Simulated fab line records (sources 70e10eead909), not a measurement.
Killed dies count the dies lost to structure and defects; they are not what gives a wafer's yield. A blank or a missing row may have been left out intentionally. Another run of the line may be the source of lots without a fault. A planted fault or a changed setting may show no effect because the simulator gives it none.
Matching of chambers    flow nand-harc    3 sister chambers for NHARC_A_ONON_D2_DEP_33 on pecvd-03
The step deposits SiO2, target thk 200 nm. 3 wafers are shown with their chamber, then 9 later ones without.

== WAFERS PAIRED WITH THEIR CHAMBERS ==
wafer   chamber  throttle-valve-pct (%)
L087.1  0        16.3
L087.3  2        15.7
L087.6  1        16.6

== WAFERS MISSING THEIR CHAMBER ==
wafer   throttle-valve-pct (%)
L091.1  15.9
L091.2  16.4
L091.5  16.6
L093.1  16.6
L093.2  16.3
L093.6  16.2
L095.1  16.5
L095.2  16.2
L095.5  16.8

== CHAMBER TAKEN BY EACH ==
wafer   from the rows above      in truth
L091.1  can't be placed: 2 or 0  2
L091.2  can't be placed: 0 or 1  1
L091.5  1                        1
L093.1  1                        1
L093.2  0                        0
L093.6  0                        0
L095.1  can't be placed: 1 or 0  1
L095.2  0                        0
L095.5  1                        1
Correctly placed: 6 of 9. These rows do not allow placing 3 (true chamber among the candidates in 3). Number placed wrongly: 0.
How it was worked out, from the rows above alone: a wafer's distance from a chamber is the root of the sum, over the readings, of the square of ((its reading less the chamber's mean) divided by the reading's scatter). The wafer belongs to the nearest chamber; if the next one is less than 2 further off, it can't be placed. Each chamber's mean is taken over the wafers shown for it. The scatter: root of mean squared gap, hidden wafer to nearest shown wafer, with one shown wafer a chamber.
